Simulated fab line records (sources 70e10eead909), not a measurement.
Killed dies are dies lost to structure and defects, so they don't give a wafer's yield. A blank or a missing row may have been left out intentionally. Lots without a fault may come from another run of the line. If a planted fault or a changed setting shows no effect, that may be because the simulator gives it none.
Commonality check across tools	flow nand harc	8 lots, 23 wafers sampled

## REASON IT WAS OPENED
Flagged at NHARC_END_SORT_01: reading killed at array, on 2 of 8 lots. No-fault wafers: 52, standard deviation 17.
Rule: a lot is flagged when every wafer of it that has a number lies more than 4 standard deviations from that mean, or none has a number. The rest of the lots are taken to be sound.

lot	measured	on	killed at array, wafer by wafer	flag
L240	day 25 00:46	prober-02	44 53 39	
L243	day 27 01:40	prober-02	674 672 671	FLAGGED
L245	day 27 05:46	prober-01	664 671 668	FLAGGED
L253	day 30 01:58	prober-01	47 63 65	
L255	day 30 19:19	prober-02	79 78 89	
L254	day 30 19:20	prober-01	31 15	
L256	day 32 20:58	prober-02	37 25 34	
L258	day 33 03:28	prober-01	79 77 39	
The mean of the flagged lots' numbers is 670, +618 from the usual (+36 standard deviations).

## WHICH TOOL RAN EACH LOT
4 process steps preceding the reading are held in the record, out of 1302 steps in the route. Cell contents, in order: the tool; ch with the chambers the sampled wafers went through; the start.
lot	flag	NHARC_A_STAIRCASE_STRIP_175	NHARC_A_STAIRCASE_ETCH_188	NHARC_A_STAIRCASE_ETCH_190	NHARC_A_STAIRCASE_TRIM_196
L240		plasma asher-02 ch 0,1, day 16 15:43	rie diel-04 ch 2,3, day 16 17:19	rie diel-04 ch 0,2, day 16 18:14 or earlier	rie diel-10 ch 0,1,2, day 16 18:14
L243	FLAGGED	plasma asher-01 ch 0,1, day 17 21:11	rie diel-04 ch 0,2,3, day 17 22:56	rie diel-04 ch 0,2,3, day 18 02:39 or earlier	rie diel-04 ch 0,1,3, day 18 02:39
L245	FLAGGED	plasma asher-02 ch 0,1, day 18 08:46	rie diel-04 ch 0,1,3, day 18 10:19	rie diel-04 ch 0,1,3, day 18 11:11 or earlier	rie diel-04 ch 1,3, day 18 11:11
L253		plasma asher-02 ch 0,1, day 21 15:08	rie diel-05 ch 0,1,3, day 21 16:52	rie diel-05 ch 1,2,3, day 21 17:46 or earlier	rie diel-05 ch 2,3, day 21 17:46
L255		plasma asher-02 ch 0,1, day 22 12:25	rie diel-10 ch 0,3, day 22 14:11	rie diel-10 ch 0,3, day 22 15:02 or earlier	rie diel-10 ch 2,3, day 22 15:02
L254		plasma asher-02 ch 0,1, day 22 13:12	rie diel-04 ch 1,3, day 22 14:58	rie diel-04 ch 0,1,3, day 22 15:50 or earlier	rie diel-04 ch 0,1,2, day 22 15:50
L256		plasma asher-01 ch 0,1, day 23 18:14	rie diel-04 ch 0,1,2, day 23 19:57	rie diel-04 ch 1,2,3, day 23 20:49 or earlier	rie diel-04 ch 0,1,3, day 23 20:49
L258		plasma asher-01 ch 0,1, day 24 04:47	rie diel-05 ch 0,1,2, day 24 06:27	rie diel-05 ch 1,2, day 24 07:19 or earlier	rie diel-05 ch 2,3, day 24 07:19
What is done by these steps:
- NHARC_A_STAIRCASE_STRIP_175: strips in O2.
- NHARC_A_STAIRCASE_ETCH_188: etches the open film in C4F8/O2, target depth 100 nm, time 40.5 s.
- NHARC_A_STAIRCASE_ETCH_190: etches the open film in C4F8/O2, target depth 100 nm, time 40.5 s.
- NHARC_A_STAIRCASE_TRIM_196: chemistry O2, time 211.2 s.
- NHARC_END_SORT_01

## FLAGGED AGAINST TOTAL, ONE TOOL AT A TIME (gauges that did the reading follow at the end)
step	tool	lots run	flagged	share of the flagged lots	sound lots run after its first flagged lot
NHARC_A_STAIRCASE_STRIP_175	plasma asher-01	3	1	some	2 (L256,L258)
NHARC_A_STAIRCASE_STRIP_175	plasma asher-02	5	1	some	3 (L253,L255,L254)
NHARC_A_STAIRCASE_ETCH_188	rie diel-04	5	2	all	2 (L254,L256)
NHARC_A_STAIRCASE_ETCH_188	rie diel-05	2	0	none	-
NHARC_A_STAIRCASE_ETCH_188	rie diel-10	1	0	none	-
NHARC_A_STAIRCASE_ETCH_190	rie diel-04	5	2	all	2 (L254,L256)
NHARC_A_STAIRCASE_ETCH_190	rie diel-05	2	0	none	-
NHARC_A_STAIRCASE_ETCH_190	rie diel-10	1	0	none	-
NHARC_A_STAIRCASE_TRIM_196	rie diel-04	4	2	all	2 (L254,L256)
NHARC_A_STAIRCASE_TRIM_196	rie diel-05	2	0	none	-
NHARC_A_STAIRCASE_TRIM_196	rie diel-10	2	0	none	-
NHARC_END_SORT_01	prober-01	4	1	some	3 (L253,L254,L258)
NHARC_END_SORT_01	prober-02	4	1	some	2 (L255,L256)
NHARC_A_STAIRCASE_ETCH_190 gives no start for some lots, so the hours and the order of its lots are those of NHARC_A_STAIRCASE_TRIM_196.

## WHAT THE TABLE ALLOWS
In the table, 3 rows ran each flagged lot (rie diel-04 at NHARC_A_STAIRCASE_ETCH_188; rie diel-04 at NHARC_A_STAIRCASE_ETCH_190; rie diel-04 at NHARC_A_STAIRCASE_TRIM_196).
- rie diel-04 at NHARC_A_STAIRCASE_ETCH_188: 2 of its 5 lots flagged. After the first flagged lot (L254, L256), sound lots still ran on it; a lasting fault on the whole tool would not permit that. Its own readings lie more than 4 standard deviations out on every wafer of the flagged lots: run length s.
- rie diel-04 at NHARC_A_STAIRCASE_ETCH_190: 2 of its 5 lots flagged. After the first flagged lot (L254, L256), sound lots still ran on it; a lasting fault on the whole tool would not permit that.
- rie diel-04 at NHARC_A_STAIRCASE_TRIM_196: 2 of its 4 lots flagged. After the first flagged lot (L254, L256), sound lots still ran on it; a lasting fault on the whole tool would not permit that.
No row of the table ran every flagged lot and no sound lot after the first.

## WHAT THE SIMULATOR HAD INSERTED
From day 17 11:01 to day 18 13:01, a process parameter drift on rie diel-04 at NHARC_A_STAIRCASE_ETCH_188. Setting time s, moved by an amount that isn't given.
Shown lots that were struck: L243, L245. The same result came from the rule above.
